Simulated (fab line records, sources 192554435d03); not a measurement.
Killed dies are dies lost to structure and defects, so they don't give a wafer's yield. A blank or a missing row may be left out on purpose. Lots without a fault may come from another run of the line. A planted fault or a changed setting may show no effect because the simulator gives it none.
fab line records | flow n5_finfet | part 1 of 2: steps 1 to 4 of 6
record lots=23 wafers=69 last_day=17
route steps=1938 shown WELL_APT@30 PMOS_HMC_CHANNEL_EPI@69 FIN_SAQP@131 FIN_CUT@174
lots that met no fault: from a run of the same line without faults
start_h: hours from the record's first day to the start of the lot's first wafer shown | wait_h: hours since the lot's step before | " the same as in the row above | L1.1+2: a row that stands for several wafers | - no value, or no start given | * or withheld: withheld | < > ~ a bound
route shown NAME@n: a module of which the file shows steps, and the number in the route of the first | usual: mean/standard deviation of fault-free wafers | same: alike in all rows | chamber/n: place in a boat | sites: the reading at each site | _std_site: their standard deviation | _edge_site: outer sites' mean less inner sites' | radius_mm: how far each site lies from the wafer's centre | mask NAME#n: copy n | behind: the tool/chamber that last shaped the wafer | hold: why the lot was held/for how many hours/how that ended | device: the transistor (n, p or np) that didn't switch | end of line: the same wafers' tests at the end of the route | a step without rows: its recipe alone | killed: dies lost to structure and defects at the first sort, not the wafer's yield | map: a wafer's dies, x killed, . not, _ none there
set.NAME: the setting as run; set.NAME@STEP: as run at that earlier step | model.NAME: the simulator's own value behind a step, which no gauge read
steps of the route over a sample of lots; a table a step, a row a wafer
services: from which hour (start_h, from the record's first day; less than 0 if before it) a tool's chamber was out of use, for how many hours, and why
## steps
# step N5_WELL_APT_INSPECT_10
# recipe mode=adi inspect_instrument=macro
# usual raw_defect_count=2.3/1.5
# columns lot.wafer tool chamber start_h wait_h raw_defect_count
L074.1 defect_inspect-02 - 13.76 0.0 3
L074.3 " - " " 0
L074.5 " - " " 3
L075.3 defect_inspect-02 - 19.84 0.0 2
L075.5 " - " " 2
L075.6 " - " " 4
L076.1 defect_inspect-02 - 27.03 0.0 3
L076.4 " - " " 1
L076.5 " - " " 1
L077.1 defect_inspect-02 - 32.06 0.0 3
L077.4 " - " " 2
L077.6 " - " " 0
L078.1 defect_inspect-01 - 37.62 0.0 2
L078.2 " - " " 2
L078.3 " - " " 3
L080.1 defect_inspect-02 - 49.74 0.0 1
L080.2 " - " " 5
L080.6 " - " " 1
L081.2 defect_inspect-01 - 55.73 0.0 2
L081.4 " - " " 1
L081.5 " - " " 3
L082.3 defect_inspect-01 - 62.05 0.0 0
L082.4 " - " " 1
L082.5 " - " " 3
L083.1 defect_inspect-01 - 67.96 0.0 0
L083.3 " - " " 1
L083.5 " - " " 3
L084.1 defect_inspect-01 - 73.98 0.0 2
L084.3 " - " " 1
L084.5 " - " " 2
L085.2 defect_inspect-02 - 79.62 0.0 2
L085.4 " - " " 1
L085.5 " - " " 3
L086.2 defect_inspect-02 - 86.22 0.0 2
L086.4 " - " " 3
L086.6 " - " " 4
L087.2 defect_inspect-02 - 91.95 0.0 3
L087.3 " - " " 2
L087.4 " - " " 0
L088.3 defect_inspect-02 - 97.61 0.0 5
L088.4 " - " " 2
L088.5 " - " " 3
L089.1 defect_inspect-02 - 103.76 0.0 3
L089.3 " - " " 3
L089.4 " - " " 1
L090.1 defect_inspect-01 - 109.73 0.0 1
L090.2 " - " " 0
L090.3 " - " " 2
L091.1 defect_inspect-01 - 116.18 0.0 3
L091.2 " - " " 5
L091.5 " - " " 2
L092.1 defect_inspect-01 - 121.93 0.0 1
L092.4 " - " " 3
L092.5 " - " " 4
L093.1 defect_inspect-02 - 127.87 0.0 1
L093.2 " - " " 5
L093.5 " - " " 2
L094.2 defect_inspect-02 - 133.86 0.0 3
L094.3 " - " " 1
L094.5 " - " " 2
L095.2 defect_inspect-01 - 140.08 0.0 0
L095.4 " - " " 2
L095.6 " - " " 2
L096.1 defect_inspect-02 - 146.00 0.0 2
L096.2 " - " " 2
L096.6 " - " " 3
L097.1 defect_inspect-01 - 151.75 0.0 5
L097.2 " - " " 1
L097.4 " - " " 2
# step N5_WELL_APT_DESCUM_13
# recipe chemistry=O2 time_s=7.9 source_power_w=50 bias_power_w=20 pressure_mtorr=20 rf_frequency_hz=2.712e+07 temp_c=40 o2_flow_sccm=225
# usual drypump_motor_current_A=6.0/0.37 oes_product_au=0.76/0.074 rf_vpp_V=243.5/1.2 showerhead_plenum_p_Torr=2.10/0.052 throttle_valve_pct=20.49/0.17
# columns lot.wafer tool chamber start_h wait_h drypump_motor_current_A oes_product_au rf_hours_counter_h rf_vpp_V showerhead_plenum_p_Torr throttle_valve_pct
L074.1 rie_diel-01 1 13.79 0.0 6.6 0.78 135 243.0 2.08 20.52
L074.3 " 0 " " 6.5 0.68 226 241.6 1.97 20.76
L074.5 " 2 " " 5.9 0.82 - 243.2 2.12 20.16
L075.3 rie_diel-01 3 19.88 0.0 6.1 0.68 250 242.0 2.15 20.85
L075.5 " 2 " " 5.9 0.82 - 244.9 2.12 20.15
L075.6 " 3 " " 6.1 0.67 - 243.9 2.15 20.84
L076.1 rie_diel-04 2 27.07 0.0 5.1 0.76 145 242.3 2.09 20.57
L076.4 " 0 " " 5.4 0.74 179 242.0 2.08 20.37
L076.5 " 3 " " 6.1 0.73 - 243.7 2.08 20.46
L077.1 rie_diel-01 2 32.30 0.2 5.9 0.81 89 243.2 2.11 20.16
L077.4 " 2 " " 5.9 0.82 - 243.7 2.11 20.17
L077.6 " 0 " " 6.5 0.67 - 241.6 1.97 20.78
L078.1 rie_diel-03 2 37.96 0.3 5.8 0.74 130 243.6 2.10 20.51
L078.2 " 0 " " 5.5 0.73 176 244.4 2.17 20.31
L078.3 " 1 " " 6.0 0.72 197 243.5 2.07 20.69
L080.1 rie_diel-03 1 49.94 0.2 6.0 0.71 201 242.5 2.07 20.68
L080.2 " 0 " " 5.5 0.72 181 245.0 2.17 20.33
L080.6 " 2 " " 5.8 0.74 - 244.0 2.10 20.52
L081.2 rie_diel-03 2 55.77 0.0 5.8 0.75 136 242.8 2.10 20.52
L081.4 " 3 " " 6.1 0.73 193 243.1 2.07 20.43
L081.5 " 2 " " 5.8 0.75 - 244.1 2.10 20.51
L082.3 rie_diel-01 3 62.08 0.0 6.1 0.95 8 243.4 2.14 20.48
L082.4 " 1 " " 6.6 0.76 154 242.5 2.08 20.56
L082.5 " 3 " " 6.1 0.95 - 244.3 2.14 20.46
L083.1 rie_diel-03 1 68.40 0.4 6.0 0.71 208 242.1 2.07 20.70
L083.3 " 0 " " 5.5 0.72 188 245.5 2.16 20.32
L083.5 " 1 " " 6.0 0.71 - 242.8 2.07 20.69
L084.1 rie_diel-01 2 74.57 0.6 5.9 0.80 106 243.3 2.11 20.19
L084.3 " 1 " " 6.6 0.75 161 243.6 2.07 20.53
L084.5 " 1 " " 6.6 0.75 - 243.0 2.07 20.56
L085.2 rie_diel-04 1 80.59 1.0 5.7 0.80 107 245.9 2.19 20.57
L085.4 " 2 " " 5.2 0.75 157 242.1 2.08 20.59
L085.5 " 0 " " 5.4 0.72 - 243.6 2.08 20.39
L086.2 rie_diel-03 2 86.25 0.0 5.8 0.74 147 242.9 2.09 20.55
L086.4 " 0 " " 5.5 0.71 196 244.9 2.16 20.35
L086.6 " 1 " " 6.0 0.70 - 243.0 2.07 20.72
L087.2 rie_diel-04 3 91.99 0.0 6.1 0.71 224 243.8 2.07 20.48
L087.3 " 1 " " 5.7 0.80 109 243.8 2.19 20.58
L087.4 " 0 " " 5.4 0.72 197 244.8 2.08 20.41
L088.3 rie_diel-01 1 97.68 0.1 6.6 0.74 172 244.0 2.07 20.55
L088.4 " 2 " " 5.8 0.78 117 243.3 2.10 20.21
L088.5 " 0 " " 6.5 0.97 - 246.7 2.23 20.43
L089.1 rie_diel-04 3 103.80 0.0 6.0 0.70 228 243.5 2.07 20.47
L089.3 " 2 " " 5.2 0.74 164 243.1 2.08 20.62
L089.4 " 1 " " 5.7 0.80 113 245.9 2.19 20.58
L090.1 rie_diel-01 2 110.01 0.3 5.9 0.79 122 242.0 2.10 20.22
L090.2 " 0 " " 6.5 0.94 8 246.0 2.22 20.43
L090.3 " 3 " " 6.1 0.89 30 244.1 2.14 20.51
L091.1 rie_diel-03 2 116.22 0.0 5.8 0.73 160 242.4 2.09 20.55
L091.2 " 0 " " 5.5 0.71 208 244.7 2.16 20.35
L091.5 " 3 " " 6.1 0.72 - 243.6 2.06 20.45
L092.1 rie_diel-01 0 121.97 0.0 6.5 0.93 11 244.2 2.22 20.42
L092.4 " 0 " " 6.5 0.93 - 246.4 2.22 20.44
L092.5 " 3 " " 6.1 0.89 - 244.4 2.14 20.52
L093.1 rie_diel-01 1 128.01 0.1 6.6 0.74 181 244.5 2.07 20.56
L093.2 " 3 " " 6.1 0.88 36 243.4 2.13 20.51
L093.5 " 2 " " 5.9 0.78 - 242.4 2.10 20.23
L094.2 rie_diel-01 1 133.89 0.0 6.7 0.73 184 243.5 2.07 20.59
L094.3 " 3 " " 6.1 0.88 37 242.6 2.13 20.51
L094.5 " 3 " " 6.1 0.88 - 244.4 2.13 20.53
L095.2 rie_diel-03 3 140.11 0.0 6.2 0.71 221 243.0 2.06 20.47
L095.4 " 0 " " 5.5 0.70 215 244.2 2.15 20.37
L095.6 " 2 " " 5.8 0.71 - 243.8 2.09 20.58
L096.1 rie_diel-03 2 146.32 0.3 5.8 0.72 169 242.5 2.08 20.58
L096.2 " 1 " " 6.0 0.68 238 241.3 2.06 20.75
L096.6 " 2 " " 5.8 0.72 - 243.2 2.08 20.56
L097.1 rie_diel-03 3 151.79 0.0 6.2 0.70 224 242.9 2.06 20.47
L097.2 " 2 " " 5.8 0.70 171 243.3 2.08 20.58
L097.4 " 1 " " 6.0 0.69 240 242.7 2.06 20.75
# step N5_PMOS_HMC_CHANNEL_EPI_ETCH_32
# recipe chemistry=N2/H2 target=BARC stop_on=SiO2 target_depth_a=858 over_etch_frac=0.3 time_s=50.3 ion_energy_ev=200 mask_material=CAR-ArF-block pressure_mtorr=30 source_w=840 bias_w=150 n2_flow_sccm=200 h2_flow_sccm=200
# usual drypump_motor_current_A=5.7/0.5 oes_product_au=0.65/0.054 rf_vpp_V=523.8/2.6 showerhead_plenum_p_Torr=2.54/0.093 throttle_valve_pct=17.99/0.24
# columns lot.wafer tool chamber start_h wait_h drypump_motor_current_A oes_product_au rf_hours_counter_h rf_vpp_V showerhead_plenum_p_Torr throttle_valve_pct
L074.1 rie_diel-05 1 17.13 0.0 5.8 0.67 130 526.5 2.66 18.09
L074.3 " 3 " " 5.7 0.60 204 520.1 2.41 18.13
L074.5 " 1 " " 5.9 0.68 - 525.6 2.66 18.09
L075.3 rie_diel-02 1 23.33 0.0 5.5 0.68 108 528.0 2.68 18.01
L075.5 " 2 " " 5.1 0.74 - 521.9 2.49 17.63
L075.6 " 3 " " 6.6 0.61 - 527.3 2.62 17.79
L076.1 rie_diel-02 1 30.99 0.0 5.5 0.67 110 526.0 2.67 18.02
L076.4 " 0 " " 5.1 0.61 226 519.2 2.41 18.41
L076.5 " 3 " " 6.5 0.61 - 526.1 2.62 17.80
L077.1 rie_diel-02 3 35.95 0.0 6.6 0.61 216 526.0 2.62 17.79
L077.4 " 2 " " 5.1 0.74 45 522.4 2.49 17.63
L077.6 " 3 " " 6.5 0.60 - 525.3 2.62 17.79
L078.1 rie_diel-05 3 41.78 0.0 5.7 0.60 212 520.8 2.41 18.14
L078.2 " 2 " " 5.4 0.67 130 523.5 2.55 18.21
L078.3 " 0 " " 5.7 0.62 214 523.4 2.52 17.87
L080.1 rie_diel-05 2 54.37 0.0 5.4 0.67 135 525.2 2.55 18.23
L080.2 " 0 " " 5.7 0.61 219 523.2 2.52 17.89
L080.6 " 0 " " 5.6 0.61 - 523.1 2.52 17.87
L081.2 rie_diel-02 1 59.24 0.0 5.6 0.68 119 526.7 2.67 18.04
L081.4 " 0 " " 5.1 0.60 234 519.1 2.41 18.45
L081.5 " 1 " " 5.6 0.67 - 527.6 2.67 18.04
L082.3 rie_diel-05 1 65.80 0.0 5.9 0.67 141 526.4 2.66 18.12
L082.4 " 2 " " 5.4 0.66 139 523.7 2.55 18.23
L082.5 " 3 " " 5.7 0.59 - 519.9 2.41 18.16
L083.1 rie_diel-06 1 72.82 0.0 5.5 0.65 150 520.1 2.44 17.89
L083.3 " 3 " " 6.5 0.74 48 521.6 2.49 17.78
L083.5 " 1 " " 5.5 0.65 - 520.3 2.44 17.91
L084.1 rie_diel-05 3 78.43 0.0 5.7 0.59 225 519.3 2.40 18.17
L084.3 " 0 " " 5.6 0.61 228 521.5 2.51 17.89
L084.5 " 1 " " 5.8 0.66 - 527.6 2.66 18.11
L085.2 rie_diel-02 3 84.33 0.0 6.6 0.60 230 525.4 2.61 17.80
L085.4 " 2 " " 5.1 0.72 60 522.7 2.48 17.63
L085.5 " 0 " " 5.1 0.59 - 521.0 2.41 18.47
L086.2 rie_diel-02 3 89.92 0.0 6.6 0.59 232 526.2 2.61 17.82
L086.4 " 1 " " 5.6 0.67 - 527.6 2.67 18.06
L086.6 " 2 " " 5.1 0.71 - 522.2 2.48 17.66
L087.2 rie_diel-02 1 96.37 0.0 5.6 0.66 130 525.1 2.67 18.04
L087.3 " 0 " " 5.1 0.60 244 520.1 2.40 18.47
L087.4 " 3 " " 6.6 0.59 234 525.9 2.61 17.81
L088.3 rie_diel-02 1 101.41 0.0 5.6 0.66 132 526.8 2.66 18.03
L088.4 " 3 " " 6.5 0.60 236 526.2 2.61 17.83
L088.5 " 2 " " 5.1 0.71 - 523.5 2.48 17.66
L089.1 rie_diel-05 0 107.47 0.0 5.6 0.60 237 522.3 2.51 17.90
L089.3 " 2 " " 5.4 0.65 154 523.5 2.54 18.25
L089.4 " 3 " " 5.7 0.59 230 519.7 2.40 18.19
L090.1 rie_diel-02 3 113.63 0.0 6.5 0.59 239 524.7 2.61 17.83
L090.2 " 1 " " 5.6 0.66 135 526.9 2.66 18.06
L090.3 " 0 " " 5.1 0.59 249 521.4 2.40 18.47
L091.1 rie_diel-06 2 125.28 0.0 6.5 0.68 135 523.3 2.54 17.82
L091.2 " 1 " " 5.5 0.65 164 521.9 2.44 17.93
L091.5 " 1 " " 5.5 0.65 - 521.8 2.44 17.93
L092.1 rie_diel-05 2 126.14 0.0 5.4 0.64 159 524.1 2.54 18.27
L092.4 " 3 " " 5.8 0.59 235 519.3 2.40 18.18
L092.5 " 0 " " 5.6 0.60 - 521.9 2.51 17.94
L093.1 rie_diel-02 3 131.86 0.0 6.6 0.59 245 526.5 2.60 17.85
L093.2 " 2 " " 5.1 0.70 73 521.2 2.47 17.69
L093.5 " 1 " " 5.6 0.66 - 526.2 2.66 18.08
L094.2 rie_diel-05 1 139.23 0.0 5.9 0.66 165 526.3 2.65 18.13
L094.3 " 2 " " 5.4 0.64 164 524.7 2.54 18.25
L094.5 " 3 " " 5.7 0.58 - 519.4 2.40 18.21
L095.2 rie_diel-06 3 143.83 0.0 6.5 0.72 68 522.1 2.48 17.82
L095.4 " 1 " " 5.5 0.64 170 520.2 2.43 17.92
L095.6 " 3 " " 6.6 0.71 - 522.7 2.48 17.81
L096.1 rie_diel-02 0 149.76 0.0 5.1 0.81 4 529.0 2.72 18.04
L096.2 " 1 " " 5.5 0.65 149 526.6 2.66 18.09
L096.6 " 1 " " 5.5 0.65 - 525.4 2.66 18.11
L097.1 rie_diel-05 1 155.35 0.0 5.8 0.64 170 526.0 2.65 18.16
L097.2 " 3 " " 5.7 0.59 245 520.8 2.40 18.19
L097.4 " 0 " " 5.6 0.59 249 521.3 2.50 17.95
# step N5_FIN_SAQP_MANDREL_ETCH_58
# recipe chemistry=HBr/Cl2 target=a-Si target_depth_a=450 bt_time_s=10 stop_on=SiNx mask_material=SiO2 over_etch_frac=0.8 time_s=27 pressure_mtorr=10 icp_w=800 bias_w=75 HBr_flow_sccm=150 Cl2_flow_sccm=80 ends=end_point
# usual drypump_motor_current_A=5.63/0.24 he_backside_leak_sccm=2.63/0.21 oes_product_au=0.700/0.011 throttle_valve_pct=35.54/0.25
# same bt_time_s=10
# columns lot.wafer tool chamber start_h wait_h drypump_motor_current_A he_backside_leak_sccm oes_product_au rf_hours_counter_h throttle_valve_pct
L074.1 rie_si-06 1 23.56 0.0 5.40 2.57 0.714 80 35.87
L074.3 " 0 " " 5.56 2.89 0.703 99 35.36
L074.5 " 2 " " 5.85 2.69 0.700 - 35.06
L075.3 rie_si-06 1 31.07 0.0 5.40 2.45 0.712 80 35.89
L075.5 " 1 " " 5.42 2.42 0.716 - 35.87
L075.6 " 0 " " 5.54 2.90 0.704 - 35.33
L076.1 rie_si-03 3 37.47 0.0 5.90 2.58 0.681 160 35.57
L076.4 " 1 " " 5.76 2.48 0.715 18 35.25
L076.5 " 0 " " 5.88 2.48 0.706 - 35.24
L077.1 rie_si-02 3 42.52 0.0 5.41 2.32 0.711 23 35.87
L077.4 " 2 " " 5.87 2.66 0.726 100 35.67
L077.6 " 0 " " 5.97 3.03 0.705 - 35.70
L078.1 rie_si-02 1 48.15 0.0 5.18 2.61 0.696 86 35.67
L078.2 " 2 " " 5.84 2.72 0.704 101 35.71
L078.3 " 3 " " 5.38 2.47 0.701 23 35.88
L080.1 rie_si-06 3 62.12 0.0 5.63 2.50 0.692 83 35.69
L080.2 " 2 " " 5.86 2.62 0.689 92 35.08
L080.6 " 2 " " 5.84 2.54 0.702 - 35.05
L081.2 rie_si-06 1 67.28 0.0 5.39 2.55 0.720 81 35.87
L081.4 " 2 " " 5.86 2.39 0.696 93 35.06
L081.5 " 3 " " 5.65 2.45 0.705 - 35.69
L082.3 rie_si-02 1 74.25 0.0 5.17 2.59 0.701 86 35.65
L082.4 " 3 " " 5.39 2.34 0.723 - 35.87
L082.5 " 2 " " 5.89 2.64 0.713 - 35.68
L083.1 rie_si-06 1 81.06 0.0 5.39 2.50 0.697 81 35.89
L083.3 " 0 " " 5.56 2.86 0.681 100 35.36
L083.5 " 1 " " 5.41 2.67 0.713 - 35.88
L084.1 rie_si-03 0 85.95 0.0 5.87 2.62 0.696 48 35.25
L084.3 " 3 " " 5.90 2.57 0.677 161 35.58
L084.5 " 2 " " 5.34 2.77 0.693 - 35.38
L085.2 rie_si-02 1 93.20 0.0 5.17 2.54 0.703 87 35.65
L085.4 " 3 " " 5.41 2.39 0.715 24 35.86
L085.5 " 3 " " 5.37 2.43 0.702 - 35.90
L086.2 rie_si-02 1 97.18 0.0 5.16 2.44 0.695 87 35.66
L086.4 " 2 " " 5.86 2.84 0.709 102 35.69
L086.6 " 2 " " 5.87 2.79 0.707 - 35.71
L087.2 rie_si-02 2 103.39 0.0 5.88 2.88 0.706 102 35.72
L087.3 " 3 " " 5.39 2.47 0.706 24 35.88
L087.4 " 1 " " 5.17 2.36 0.709 87 35.63
L088.3 rie_si-06 3 108.88 0.0 5.65 2.44 0.701 84 35.71
L088.4 " 3 " " 5.66 2.47 0.704 - 35.69
L088.5 " 1 " " 5.44 2.53 0.728 - 35.84
L089.1 rie_si-03 0 114.51 0.0 5.88 2.55 0.686 48 35.30
L089.3 " 1 " " 5.76 2.58 0.696 19 35.31
L089.4 " 2 " " 5.38 2.62 0.694 105 35.38
L090.1 rie_si-06 2 128.21 0.0 5.85 2.43 0.698 93 35.06
L090.2 " 0 " " 5.56 2.93 0.696 101 35.38
L090.3 " 1 " " 5.39 2.59 0.717 82 35.87
L091.1 rie_si-03 2 133.49 0.0 5.34 2.39 0.683 105 35.40
L091.2 " 1 " " 5.77 2.73 0.699 19 35.29
L091.5 " 3 " " 5.90 2.60 0.672 - 35.57
L092.1 rie_si-03 1 133.95 0.0 5.75 2.66 0.702 19 35.29
L092.4 " 3 " " 5.89 2.60 0.689 162 35.57
L092.5 " 2 " " 5.36 2.60 0.711 - 35.38
L093.1 rie_si-06 0 142.12 0.0 5.54 2.71 0.688 101 35.38
L093.2 " 2 " " 5.86 2.50 0.698 93 35.07
L093.5 " 3 " " 5.64 2.52 0.701 - 35.71
L094.2 rie_si-02 2 146.72 0.0 5.90 2.72 0.705 103 35.73
L094.3 " 0 " " 5.94 2.81 0.694 43 35.71
L094.5 " 2 " " 5.89 2.86 0.706 - 35.67
L095.2 rie_si-06 3 150.50 0.0 5.64 2.58 0.685 85 35.74
L095.4 " 0 " " 5.56 2.89 0.698 101 35.36
L095.6 " 0 " " 5.56 2.77 0.697 - 35.37
L096.1 rie_si-03 2 157.38 0.0 5.36 2.61 0.689 106 35.40
L096.2 " 0 " " 5.89 2.60 0.707 49 35.28
L096.6 " 2 " " 5.35 2.66 0.703 - 35.38
L097.1 rie_si-06 0 162.98 0.0 5.51 2.84 0.695 101 35.35
L097.2 " 3 " " 5.61 2.58 0.694 85 35.71
L097.4 " 0 " " 5.54 2.81 0.702 - 35.35
